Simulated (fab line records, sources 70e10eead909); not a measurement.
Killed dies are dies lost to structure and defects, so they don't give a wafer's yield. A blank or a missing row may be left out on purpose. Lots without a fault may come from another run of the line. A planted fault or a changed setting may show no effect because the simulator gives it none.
A struck lot beside a sound one | flow nand_harc | 14 steps out of a route of 1159
Sound: wafers L316.1, L316.2, L316.5. Struck: wafers L325.2, L325.4, L325.6. The cause comes at the end.
At each step with rows: each side's tool, then ch and its chambers, then its first start. Under that, the readings that differ: sound wafers | struck wafers | difference of the means | sigmas: that difference in standard deviations of wafers without a fault.
alike: readings whose means differ by less than 2 such deviations, and words and numbers that are the same on both sides. not compared: withheld readings, readings that some wafer has no value for, bounds like >300 that may hide the same value, and numbers for which the record gives no deviation and whose values overlap.
The two part at a step that has a row with sigmas, a row that says differs or no value, or rows on one side only. Numbers that don't overlap but have no deviation are shown without sigmas and don't part them. A reading that every wafer of one side lacks parts them only if that side has two wafers or more.

NHARC_A_M1_PRE_CLEAN_30: time 30 s.
  sound on pvd_sputter-01; struck on pvd_sputter-03
  alike: heater_power_w
then, 1 step without rows for these wafers: NHARC_A_M1_PVD_20 (deposits TaN, target thk 5 nm, time 8.06 s).
NHARC_A_M1_PVD_21: deposits Cu, target thk 30 nm, time 20.49 s.
  sound on pvd_sputter-01; struck on pvd_sputter-03
  alike: cathode_dc_power_W, throttle_valve_pct
then, 2 steps without rows for these wafers: NHARC_A_M1_ECD_22 (material Cu, target thk 400 nm); NHARC_A_M1_ANNEAL_31 (time 90 s).
NHARC_A_M1_CMP_23: polishes, t overpolish 20 s, target thk 154.34 nm.
  sound on cmp-02 ch 0,2,3, day 19 22:04; struck on cmp-03 ch 0,1,3, day 21 20:08
  alike: motor_current_A, time_to_endpoint_s
NHARC_A_M1_THK_MEAS_24: measures by xrf.
  sound on film_metro-02, day 19 22:19; struck on film_metro-01, day 21 20:25
  alike: thk_nm
then, 1 step without rows for these wafers: NHARC_A_M1_SRD_25.
NHARC_A_M1_INSPECT_27:
  sound on defect_inspect-01, day 19 22:29; struck on defect_inspect-01, day 21 20:34
  alike: raw_defect_count
then, 1 step without rows for these wafers: NHARC_A_M1_PRE_CLEAN_32 (time 12 s).
NHARC_A_M1_DEP_33: deposits SiCN, target thk 30 nm.
  sound on pecvd-03 ch 0,1,2, day 19 22:40; struck on pecvd-03 ch 0,2, day 21 20:46
  alike: heater_power_w, rf_fwd_power_W, showerhead_vpp_V
NHARC_A_BONDPAD_DEP_00: deposits SiCN, target thk 250 nm.
  sound on pecvd-03 ch 0,1, day 19 23:10; struck on pecvd-04 ch 0,2, day 21 21:23
  reading              | sound             | struck            | difference | sigmas
  rf_fwd_power_W (W)   | 447.1 448.4 447.8 | 269.7 268.0 267.4 | -179.4     | -99 or more
  showerhead_vpp_V (V) | 1331 1317 1305    | 916 948 1067      | -341       | -5
  alike: heater_power_w
NHARC_A_BONDPAD_CMP_29: polishes SiCN, target thk 200 nm.
  sound on cmp-04 ch 0,1, day 19 23:36; struck on cmp-03 ch 0,1,2, day 21 21:46
  alike: motor_current_A
then, 1 step without rows for these wafers: NHARC_END_SORT_01.

WHERE THEY PART
Only at NHARC_A_BONDPAD_DEP_00, within this record. Later steps at which nothing parts them and some readings are alike: NHARC_A_BONDPAD_CMP_29.

WHY: what the simulator had put in
Process parameter drift: pecvd-04, from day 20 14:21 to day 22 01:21, at NHARC_A_BONDPAD_DEP_00. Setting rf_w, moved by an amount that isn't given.
